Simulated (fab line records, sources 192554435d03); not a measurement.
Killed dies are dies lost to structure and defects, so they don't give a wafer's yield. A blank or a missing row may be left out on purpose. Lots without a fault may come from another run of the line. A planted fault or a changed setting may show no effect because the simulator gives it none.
Chamber matching | flow n5_finfet | N5_BEOL_M11_STRIP_36 on rie_diel-01: 4 sister chambers
The step strips in N2/H2. 4 wafers are shown with their chamber, then 10 later ones without.

WAFERS WITH THEIR CHAMBER
wafer  | chamber | showerhead_plenum_p_Torr (Torr)
L084.4 | 1       | 2.61
L084.6 | 3       | 2.61
L088.2 | 0       | 2.59
L088.3 | 2       | 2.49

WAFERS WITHOUT THEIR CHAMBER
wafer  | showerhead_plenum_p_Torr (Torr)
L088.6 | 2.61
L091.1 | 2.49
L091.2 | 2.58
L091.6 | 2.60
L093.1 | 2.48
L093.5 | 2.48
L093.6 | 2.58
L096.1 | 2.48
L096.4 | 2.60
L096.6 | 2.60

WHICH CHAMBER EACH WENT THROUGH
wafer  | from the rows above          | in truth
L088.6 | can't be placed: 1 or 3      | 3
L091.1 | 2                            | 2
L091.2 | 0                            | 0
L091.6 | can't be placed: 1 or 3 or 0 | 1
L093.1 | 2                            | 2
L093.5 | 2                            | 2
L093.6 | 0                            | 0
L096.1 | 2                            | 2
L096.4 | can't be placed: 1 or 3 or 0 | 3
L096.6 | can't be placed: 1 or 3 or 0 | 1
Placed correctly: 6 of 10. Can't be placed from these rows: 4 (the true chamber is among the candidates in 4). Placed wrongly: 0.
How it was worked out, from the rows above alone: a wafer's distance from a chamber is the root of the sum, over the readings, of the square of ((its reading less the chamber's mean) divided by the reading's scatter). The wafer belongs to the nearest chamber; if the next one is less than 2 further off, it can't be placed. A chamber's mean is the mean of its shown wafers. The scatter: with one shown wafer a chamber, the root of the mean of the squares of how far each hidden wafer lies from its nearest shown one.
